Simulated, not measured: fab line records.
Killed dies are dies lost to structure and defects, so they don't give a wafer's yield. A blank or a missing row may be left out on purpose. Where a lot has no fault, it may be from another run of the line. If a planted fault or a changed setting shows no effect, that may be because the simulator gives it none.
Split-lot study + flow n5 finfet + 21 wafers read across 7 lots, on a route 1938 steps long

== THE SPLIT ==
At N5_SDB_STRIP_22 (strips in N2/H2), the setting power w was moved away from the recipe's 1000 W on 12 of the 21 wafers read, by -15.7% to +12.7%. For the rest of the wafers, this setting stayed at what the recipe calls for.

The reading is taken at the split's own step.

== THE READING ==
oes product au, in a.u., at N5_SDB_STRIP_22 (strips in N2/H2). A value of 0.715 a.u. with a standard deviation of 0.0047 a.u. is what fault-free wafers of this fab line usually give.

| wafer  | tool, chamber at the split | power w as run, W | against the recipe | oes product au, a.u. | against lot-mates on the recipe |
|--------|----------------------------|-------------------|--------------------|----------------------|---------------------------------|
| L078.1 | plasma asher-02, 1         | 944.4             | -5.6%              | 0.700                | -0.021                          |
| L078.4 | plasma asher-02, 1         | 944.4             | -5.6%              | 0.710                | -0.011                          |
| L078.5 | plasma asher-02, 0         | 1000              | recipe             | 0.721                | -                               |
| L085.2 | plasma asher-01, 0         | 1000              | recipe             | 0.715                | -                               |
| L085.4 | plasma asher-01, 1         | 1000              | recipe             | 0.715                | -                               |
| L085.6 | plasma asher-01, 0         | 1000              | recipe             | 0.720                | -                               |
| L086.1 | plasma asher-02, 0         | 843.2             | -15.7%             | 0.679                | no lot-mate on the recipe       |
| L086.3 | plasma asher-02, 0         | 843.2             | -15.7%             | 0.677                | no lot-mate on the recipe       |
| L086.6 | plasma asher-02, 0         | 843.2             | -15.7%             | 0.681                | no lot-mate on the recipe       |
| L087.2 | plasma asher-02, 0         | 1127              | +12.7%             | 0.750                | no lot-mate on the recipe       |
| L087.3 | plasma asher-02, 0         | 1127              | +12.7%             | 0.737                | no lot-mate on the recipe       |
| L087.6 | plasma asher-02, 0         | 1127              | +12.7%             | 0.738                | no lot-mate on the recipe       |
| L091.2 | plasma asher-02, 0         | 881.5             | -11.9%             | 0.688                | -0.026                          |
| L091.3 | plasma asher-02, 1         | 1000              | recipe             | 0.714                | -                               |
| L091.4 | plasma asher-02, 0         | 881.5             | -11.9%             | 0.687                | -0.027                          |
| L095.1 | plasma asher-02, 0         | 1000              | recipe             | 0.721                | -                               |
| L095.2 | plasma asher-02, 1         | 1104              | +10.4%             | 0.733                | +0.018                          |
| L095.3 | plasma asher-02, 1         | 1000              | recipe             | 0.709                | -                               |
| L097.1 | plasma asher-01, 0         | 1000              | recipe             | 0.725                | -                               |
| L097.2 | plasma asher-01, 1         | 1000              | recipe             | 0.719                | -                               |
| L097.4 | plasma asher-01, 0         | 1122              | +12.2%             | 0.747                | +0.025                          |

THE FIT
A straight line over all 21 wafers: oes product au changes by +0.00223 a.u. for each +1% of power w; r = +0.97; the points scatter about the line by 0.005 a.u.
The same after taking each lot's own level away (the mean of its wafers on the recipe; 15 wafers): +0.00214 a.u. for each +1%; r = +0.97; scatter 0.0039 a.u.
Per that fit: largest power w move, reading shift of 0.034 a.u.
Measured against the standard deviation above, the lots' own levels, which go from 0.7140 to 0.7220 a.u., span 1.7 times it.
Hence the lot-to-lot level has little effect on the slope; both slopes agree.
Check: with one of the wafers moved furthest among these (+12.2%) left out of the fit, the line predicts +0.0251 a.u. for it against its lot-mates. Against them it came out at +0.025 a.u.
Tool readings at the split's step, against how far the setting was moved: oes product au r = +0.97; strip time to endpoint s r = -0.99.

== ADDITIONAL SPLITS CARRIED BY THESE WAFERS ==
Other splits were also applied to these wafers ahead of the reading. Each is held against what the fit with the lots' levels taken away leaves over:
| other split on the same wafers | wafers away from the commonest value | r with oes product au (lot level and that fit taken away) |
|--------------------------------|--------------------------------------|-----------------------------------------------------------|
| N5_SD_EPI_P_COAT_35 spin rpm   | 7                                    | -0.41                                                     |

== THE WHOLE CHAIN: every reading that the file lists as answering this split, in the file's order ==
| step            | what it does    | reading                  | change (the file's fit)                   | r (the file's) |
|-----------------|-----------------|--------------------------|-------------------------------------------|----------------|
| N5_SDB_STRIP_22 | strips in N2/H2 | oes product au           | +0.00209 a.u. for each +1% of the setting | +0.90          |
| N5_SDB_STRIP_22 | strips in N2/H2 | strip time to endpoint s | withheld for each +1% of the setting      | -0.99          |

== FILE'S OWN FIT ==
oes product au changes by +0.00209 a.u. for each +1% of power w, r = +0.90.
